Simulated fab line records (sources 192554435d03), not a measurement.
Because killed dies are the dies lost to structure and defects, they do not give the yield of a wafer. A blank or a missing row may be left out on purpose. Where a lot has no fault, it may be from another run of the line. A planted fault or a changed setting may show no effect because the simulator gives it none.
Chamber matching ; flow n5 finfet ; cmp-02 running N5_BEOL_M8_CMP_52: 4 sister chambers
The step polishes, stops on SiCOH lowk, t overpolish 6.9 s, target thk 80 nm. 22 wafers are shown with their chamber, then 11 later ones without.

WAFERS PAIRED WITH THEIR CHAMBERS
wafer;chamber;motor current A (A);barrier field endpoint s (s);time to endpoint s (s)
L074.2;1;5.9;28.5;63
L074.3;3;5.5;28.8;60
L074.5;1;6.1;29.5;61
L075.1;3;5.5;29.0;59
L075.5;2;6.2;29.0;59
L075.6;3;5.7;28.8;59
L078.3;1;5.8;29.7;63
L078.5;3;5.3;28.4;64
L078.6;2;6.5;29.8;62
L082.1;1;6.1;29.6;67
L082.2;2;6.3;28.8;62
L082.5;1;5.8;30.1;67
L087.1;2;6.2;27.4;58
L087.2;3;5.5;26.9;57
L087.3;0;5.3;27.4;55
L087.4;1;5.7;27.5;59
L087.5;0;5.6;27.2;57
L087.6;1;5.7;27.6;57
L093.1;1;6.3;28.8;59
L093.4;2;6.1;29.0;58
L093.5;2;6.8;28.3;57
L093.2;3;5.8;27.4;55

SIGNATURES (means of the wafers above)
reading;chamber 0;chamber 1;chamber 2;chamber 3;scatter within a chamber
motor current A;5.450;5.925;6.350;5.550;0.22
barrier field endpoint s;27.300;28.913;28.717;28.217;0.874
time to endpoint s;56.00;62.00;59.33;59.00;3.05
Rule: for each reading, subtract the chamber's mean from the wafer's reading, divide by that reading's scatter and square the result; add these up over the readings and take the root, which gives the wafer's distance from the chamber. The wafer belongs to the nearest chamber; if the next one is less than 2 further off, it can't be placed. The scatter: the root of (the sum of the squares of (reading less its chamber's mean) over the shown wafers, divided by (wafers less chambers)).

WAFERS WITH NO CHAMBER GIVEN
wafer;motor current A (A);barrier field endpoint s (s);time to endpoint s (s)
L093.3;5.3;28.8;58
L093.6;5.5;27.9;56
L096.1;5.4;27.9;60
L096.4;5.7;26.9;57
L096.5;5.4;28.2;57
L096.2;6.0;28.2;62
L096.3;6.1;26.8;58
L096.6;5.7;27.4;54
L097.1;5.4;29.4;64
L097.5;5.7;28.4;58
L097.6;6.2;29.2;60

THE CHAMBER EACH PASSED THROUGH
wafer;from the rows above;in truth
L093.3;can't be placed: 3 or 0 or 1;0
L093.6;can't be placed: 0 or 3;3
L096.1;can't be placed: 3 or 0 or 1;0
L096.4;can't be placed: 0 or 3 or 1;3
L096.5;can't be placed: 3 or 0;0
L096.2;can't be placed: 1 or 2 or 3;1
L096.3;can't be placed: 2 or 1 or 3 or 0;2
L096.6;can't be placed: 0 or 3 or 1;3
L097.1;can't be placed: 3 or 1 or 0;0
L097.5;can't be placed: 3 or 1 or 0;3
L097.6;can't be placed: 2 or 1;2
Correct placement for 0 of the 11. Cannot be placed on the basis of these rows: 11; the candidates contain the true chamber in 11. Wrongly placed: 0.
